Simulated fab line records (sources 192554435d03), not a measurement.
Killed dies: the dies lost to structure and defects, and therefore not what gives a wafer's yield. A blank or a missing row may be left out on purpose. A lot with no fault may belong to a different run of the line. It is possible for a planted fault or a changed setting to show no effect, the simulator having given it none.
Chamber matching | flow n5-finfet | N5_PMOS_HMC_CHANNEL_EPI_STRIP_33 on rie-diel-05 has 4 sister chambers
The step strips in N2/H2. 8 wafers are shown with their chamber, then 10 later ones without.

== EACH WAFER AND ITS CHAMBER ==
wafer  | chamber | showerhead-plenum-p-Torr (Torr) | drypump-motor-current-A (A)
L077.2 | 0       | 3.33                            | 6.1
L084.5 | 3       | 3.39                            | 5.4
L084.6 | 1       | 3.22                            | 5.5
L086.2 | 3       | 3.39                            | 5.5
L086.3 | 0       | 3.32                            | 6.1
L086.6 | 2       | 3.38                            | 5.8
L091.1 | 1       | 3.21                            | 5.5
L091.2 | 2       | 3.37                            | 5.8

== WAFERS WHOSE CHAMBER IS MISSING ==
wafer  | showerhead-plenum-p-Torr (Torr) | drypump-motor-current-A (A)
L091.3 | 3.32                            | 6.1
L091.4 | 3.38                            | 5.4
L091.5 | 3.32                            | 6.1
L091.6 | 3.38                            | 5.4
L092.2 | 3.37                            | 5.8
L092.3 | 3.21                            | 5.5
L092.6 | 3.21                            | 5.5
L095.3 | 3.20                            | 5.5
L095.5 | 3.38                            | 5.5
L095.6 | 3.37                            | 5.8

== CHAMBER TAKEN BY EACH ==
wafer  | from the rows above | in truth
L091.3 | 0                   | 0
L091.4 | 3                   | 3
L091.5 | 0                   | 0
L091.6 | 3                   | 3
L092.2 | 2                   | 2
L092.3 | 1                   | 1
L092.6 | 1                   | 1
L095.3 | 1                   | 1
L095.5 | 3                   | 3
L095.6 | 2                   | 2
Placed correctly: 10 of 10. Left unplaced by these rows: 0. 0 placed wrongly.
How it was worked out, from the rows above alone: a wafer's distance from a chamber is the root of the sum, over the readings, of the square of ((its reading less the chamber's mean) divided by the reading's scatter). If the next closest chamber is less than 2 further off than the closest, the wafer can't be placed; otherwise it belongs to the closest. For every chamber, the mean is computed from those of its wafers that are shown. The scatter is the square root of a quotient: the sum, over the shown wafers, of each reading's squared deviation from its chamber's mean, divided by wafers minus chambers.
